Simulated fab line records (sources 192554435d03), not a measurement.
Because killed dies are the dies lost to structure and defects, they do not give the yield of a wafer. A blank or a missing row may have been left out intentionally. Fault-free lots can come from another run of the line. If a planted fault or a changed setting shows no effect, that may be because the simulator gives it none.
Which tool did it? | flow n5-finfet | 14 lots, 42 wafers sampled, at 6 steps of a route of 1938

## WHAT THE GAUGES READ, wafer by wafer
N5_BEOL_M1_THK_MEAS_53: measures by xrf.
lot  | measured     | on            | M1_THK (nm)
L529 | day 7 00:34  | film-metro-02 | 42.5 41.9 42.8
L530 | day 7 13:36  | film-metro-01 | 42.5 40.0 42.3
L533 | day 7 15:55  | film-metro-01 | 40.4 39.5 40.0
L535 | day 8 00:49  | film-metro-01 | 39.8 36.3 38.3
L534 | day 8 09:58  | film-metro-02 | 40.5 39.6 41.2
L537 | day 8 17:58  | film-metro-01 | 42.1 40.3 41.6
L538 | day 9 03:07  | film-metro-01 | 40.2 38.6 42.1
L540 | day 9 14:37  | film-metro-01 | 39.0 39.4 40.3
L542 | day 9 21:29  | film-metro-01 | 41.9 41.3 42.4
L541 | day 10 03:13 | film-metro-02 | 38.3 41.4 43.6
L543 | day 10 04:46 | film-metro-02 | 40.3 39.5 39.9
L549 | day 11 14:14 | film-metro-02 | 38.1 40.5 40.7
L550 | day 12 02:48 | film-metro-01 | 41.4 43.4 42.9
L551 | day 12 06:13 | film-metro-02 | 39.7 42.3 42.4

N5_BEOL_M1_INSPECT_59: inspects for defects (darkfield).
lot  | measured     | on                | raw-defect-count
L529 | day 7 00:53  | defect-inspect-02 | 98 72 75
L530 | day 7 13:53  | defect-inspect-02 | 87 81 67
L533 | day 7 16:12  | defect-inspect-01 | 82 143 103
L535 | day 8 01:07  | defect-inspect-01 | 68 97 97
L534 | day 8 10:16  | defect-inspect-02 | 79 101 60
L537 | day 8 18:15  | defect-inspect-02 | 80 68 54
L538 | day 9 03:28  | defect-inspect-01 | 30 35 43
L540 | day 9 14:54  | defect-inspect-02 | 62 51 87
L542 | day 9 21:48  | defect-inspect-01 | 153 76 47
L541 | day 10 03:31 | defect-inspect-01 | 41 76 72
L543 | day 10 05:06 | defect-inspect-01 | 91 68 74
L549 | day 11 14:32 | defect-inspect-02 | 50 50 42
L550 | day 12 03:05 | defect-inspect-01 | 94 114 60
L551 | day 12 06:31 | defect-inspect-01 | 69 101 77

N5_BEOL_M2_THK_MEAS_01.
lot  | measured     | on            | M2_ILD_THK (nm)
L529 | day 7 01:00  | film-metro-01 | 78.7 79.9 79.4
L530 | day 7 13:59  | film-metro-02 | 78.9 80.5 79.0
L533 | day 7 16:19  | film-metro-01 | 79.3 79.2 80.1
L535 | day 8 01:13  | film-metro-01 | 79.3 77.1 78.0
L534 | day 8 10:23  | film-metro-01 | 79.3 78.5 79.3
L537 | day 8 18:22  | film-metro-02 | 80.7 79.6 81.4
L538 | day 9 03:35  | film-metro-02 | 80.2 81.8 82.2
L540 | day 9 15:00  | film-metro-02 | 78.3 43.7 79.7
L542 | day 9 21:54  | film-metro-01 | 80.1 79.7 44.4
L541 | day 10 03:38 | film-metro-01 | 78.2 78.9 77.3
L543 | day 10 05:12 | film-metro-02 | 77.1 79.4 79.8
L549 | day 11 14:39 | film-metro-01 | 79.5 77.9 81.1
L550 | day 12 03:11 | film-metro-01 | 79.0 78.6 79.4
L551 | day 12 06:37 | film-metro-01 | 79.2 78.1 78.9

N5_BEOL_M4_RC_MEAS_101.
lot  | measured     | on        | DIBL_N (mV/V)  | DIBL_P (mV/V)  | IOFF_N (nA/um) | IOFF_P (nA/um) | ION_N (uA/um) | ION_P (uA/um) | SS_N (mV/dec)  | SS_P (mV/dec)  | VT_N (mV)   | VT_P (mV)
L529 | day 8 14:34  | prober-01 | 36.8 36.2 37.5 | 37.7 35.5 37.9 | 0.16 0.14 0.17 | 0.26 0.24 0.28 | 687 669 689   | 483 466 482   | 72.0 71.4 71.9 | 74.3 73.4 73.8 | 247 251 246 | -246 -245 -246
L530 | day 8 21:56  | prober-02 | 33.6 32.9 37.0 | 32.9 33.4 36.0 | 0.12 0.12 0.18 | 0.20 0.20 0.24 | 655 667 675   | 456 469 464   | 71.0 70.7 71.3 | 73.3 72.9 73.5 | 252 255 247 | -247 -248 -249
L533 | day 9 03:22  | prober-02 | 39.0 40.6 37.3 | 39.4 43.2 38.2 | 0.20 0.26 0.17 | 0.25 0.31 0.22 | 681 693 698   | 464 473 469   | 71.6 72.8 72.0 | 74.0 74.9 73.0 | 247 243 248 | -249 -248 -251
L535 | day 9 07:28  | prober-01 | 35.1 37.2 37.0 | 35.3 38.0 37.3 | 0.15 0.19 0.19 | 0.22 0.27 0.26 | 687 687 687   | 473 472 470   | 71.1 72.2 71.5 | 73.1 73.1 73.8 | 246 245 245 | -248 -245 -247
L534 | day 9 22:19  | prober-02 | 34.8 36.0 33.0 | 33.3 36.1 31.3 | 0.13 0.16 0.11 | 0.20 0.25 0.18 | 670 673 672   | 466 460 465   | 70.5 71.8 70.0 | 74.2 74.5 73.2 | 250 247 253 | -251 -249 -251
L537 | day 10 02:01 | prober-02 | 39.1 38.3 41.6 | 39.9 37.7 44.0 | 0.21 0.19 0.27 | 0.28 0.24 0.34 | 685 680 706   | 467 461 480   | 71.8 71.5 73.0 | 74.1 72.9 75.6 | 245 248 244 | -247 -249 -245
L538 | day 10 19:53 | prober-01 | 36.9 32.6 36.2 | 38.9 32.7 38.4 | 0.18 0.11 0.19 | 0.25 0.16 0.25 | 673 675 692   | 462 461 472   | 72.5 70.8 72.3 | 73.3 72.4 73.1 | 247 258 246 | -249 -254 -246
L540 | day 11 02:35 | prober-02 | 39.9 40.8      | 41.3 42.1      | 0.23 0.24      | 0.32 0.35      | 704 692       | 487 484       | 72.3 71.7      | 74.4 74.7      | 243 241     | -244 -241
L542 | day 11 02:22 | prober-01 | 38.6 37.7      | 39.5 38.2      | 0.19 0.17      | 0.26 0.25      | 668 683       | 457 469       | 72.1 72.4      | 74.2 73.5      | 248 248     | -251 -251
L541 | day 11 20:29 | prober-02 | 39.9 33.8 36.5 | 41.6 33.4 36.2 | 0.25 0.12 0.15 | 0.33 0.18 0.22 | 703 675 658   | 481 470 465   | 71.6 71.2 71.5 | 73.8 72.9 73.8 | 245 252 253 | -243 -251 -247
L543 | day 11 22:19 | prober-01 | 41.3 36.2 35.9 | 41.0 35.4 33.3 | 0.29 0.17 0.14 | 0.34 0.23 0.19 | 697 689 667   | 476 479 455   | 71.5 71.1 71.7 | 74.8 73.6 72.6 | 239 246 251 | -244 -246 -250
L549 | day 13 07:53 | prober-02 | 40.7 35.8 39.5 | 41.8 35.6 41.2 | 0.23 0.14 0.22 | 0.30 0.20 0.28 | 679 662 677   | 467 462 464   | 72.8 71.7 73.2 | 73.9 73.1 74.6 | 244 252 246 | -248 -252 -249
L550 | day 13 12:40 | prober-01 | 38.2 38.9 34.8 | 37.6 41.0 34.9 | 0.17 0.22 0.12 | 0.22 0.31 0.19 | 663 688 654   | 455 470 460   | 72.4 72.6 71.5 | 73.6 74.6 73.9 | 254 244 257 | -252 -246 -251
L551 | day 13 13:46 | prober-02 | 38.2 37.2 34.7 | 36.8 36.0 33.0 | 0.19 0.18 0.13 | 0.30 0.26 0.21 | 680 681 675   | 476 468 472   | 71.5 71.3 71.0 | 73.7 73.0 72.6 | 246 246 251 | -242 -246 -248

## WHAT TOOL EACH LOT RAN ON (gives the tool, then ch and the chambers of the sampled wafers, and finally the start)
lot  | N5_BEOL_M1_ANNEAL_93         | N5_BEOL_M2_ILD_DEP_00
L529 | pvd-sputter-01, day 6 23:25  | pecvd-02 ch 0,1, day 7 00:56
L530 | pvd-sputter-03, day 7 12:19  | pecvd-01 ch 0,1,2, day 7 13:56
L533 | pvd-sputter-03, day 7 14:45  | pecvd-03 ch 1,2, day 7 16:14
L535 | pvd-sputter-02, day 7 23:38  | pecvd-03 ch 0,2, day 8 01:08
L534 | pvd-sputter-02, day 8 08:50  | pecvd-03 ch 0,1, day 8 10:19
L537 | pvd-sputter-02, day 8 16:44  | pecvd-02 ch 0,1,2, day 8 18:17
L538 | pvd-sputter-01, day 9 01:58  | pecvd-02 ch 0,1, day 9 03:31
L540 | pvd-sputter-03, day 9 13:25  | pecvd-02 ch 0,2, day 9 14:56
L542 | pvd-sputter-01, day 9 20:20  | pecvd-02 ch 0,1,2, day 9 21:51
L541 | pvd-sputter-01, day 10 02:04 | pecvd-03 ch 0,1, day 10 03:32
L543 | pvd-sputter-02, day 10 03:20 | pecvd-03 ch 0,1,2, day 10 05:08
L549 | pvd-sputter-02, day 11 13:05 | pecvd-03 ch 0,2, day 11 14:34
L550 | pvd-sputter-03, day 12 01:39 | pecvd-03 ch 1,2, day 12 03:07
L551 | pvd-sputter-01, day 12 05:04 | pecvd-03 ch 0,1,2, day 12 06:33
- N5_BEOL_M1_ANNEAL_93: time 240 s.
- N5_BEOL_M2_ILD_DEP_00: deposits SiOC from DEMS/O2, target thk 79 nm, time 15.3 s.

## AS READ BY THE TOOLS THEMSELVES (means over the sampled wafers that have a number; for cases with no such wafer, the mark the record gives instead)
N5_BEOL_M1_ANNEAL_93.
lot  | tool           | heater-power-w (W)
L529 | pvd-sputter-01 | 883
L530 | pvd-sputter-03 | 791
L533 | pvd-sputter-03 | 808
L535 | pvd-sputter-02 | 779
L534 | pvd-sputter-02 | 738
L537 | pvd-sputter-02 | 791
L538 | pvd-sputter-01 | 875
L540 | pvd-sputter-03 | 832
L542 | pvd-sputter-01 | 864
L541 | pvd-sputter-01 | 867
L543 | pvd-sputter-02 | 810
L549 | pvd-sputter-02 | 717
L550 | pvd-sputter-03 | 828
L551 | pvd-sputter-01 | 856

N5_BEOL_M2_ILD_DEP_00.
lot  | tool     | heater-power-w (W) | showerhead-plenum-p-Torr (Torr) | throttle-valve-pct (%)
L529 | pecvd-02 | 388                | 5.717                           | 12.7
L530 | pecvd-01 | 537                | 5.696                           | 12.7
L533 | pecvd-03 | 462                | 5.673                           | 10.9
L535 | pecvd-03 | 376                | 5.701                           | 12.8
L534 | pecvd-03 | 404                | 5.686                           | 11.8
L537 | pecvd-02 | 464                | 5.704                           | 11.9
L538 | pecvd-02 | 398                | 5.711                           | 12.8
L540 | pecvd-02 | 480                | 5.684                           | 11.1
L542 | pecvd-02 | 420                | 5.697                           | 11.9
L541 | pecvd-03 | 430                | 5.679                           | 11.7
L543 | pecvd-03 | 383                | 5.694                           | 11.9
L549 | pecvd-03 | 426                | 5.688                           | 11.9
L550 | pecvd-03 | 420                | 5.672                           | 11.1
L551 | pecvd-03 | 398                | 5.684                           | 11.8

## THE ANSWER, worked out from the rows above alone
Rule: the usual values come from the lots themselves. The widest of any qualifying gaps counts: lots, ordered by their means at a reading, are off when they make up no more than a third of the lots, leave a main group of 4 or more, and stand apart from it by 3 or more times the standard deviation of that group's means. A main group whose means are all the same, to the digits that the tables above print for the reading, isn't used. A lot without any number at a reading at which 4 lots or more have one is off too. All remaining lots with rows at the step are treated as sound. After the gauges, taken in route order, come the tools' own readings; for these a lot's mean is taken, as printed above. The first step at which some lot is off is used, and at that step the reading that is off furthest; a lot without a number counts as furthest.
Off: L540, L542, at N5_BEOL_M2_THK_MEAS_01 (M2_ILD_THK). For the main group the mean is 79.3 nm and the standard deviation 0.9.
If a tool, at a process step before that reading, ran all the lots that are off and no sound lot after the first of them, it fits. Those tools and the gauges at N5_BEOL_M2_THK_MEAS_01 are tried in the same way. One candidate fits, namely pecvd-02 at N5_BEOL_M2_ILD_DEP_00. Its last sound lot is L538 (day 9 03:31), its first lot that is off L540 (day 9 14:56): a fault that began between those two fits.

## WHAT THE SIMULATOR PUT IN
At N5_BEOL_M2_ILD_DEP_00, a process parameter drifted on pecvd-02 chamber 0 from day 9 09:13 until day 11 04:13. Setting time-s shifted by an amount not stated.
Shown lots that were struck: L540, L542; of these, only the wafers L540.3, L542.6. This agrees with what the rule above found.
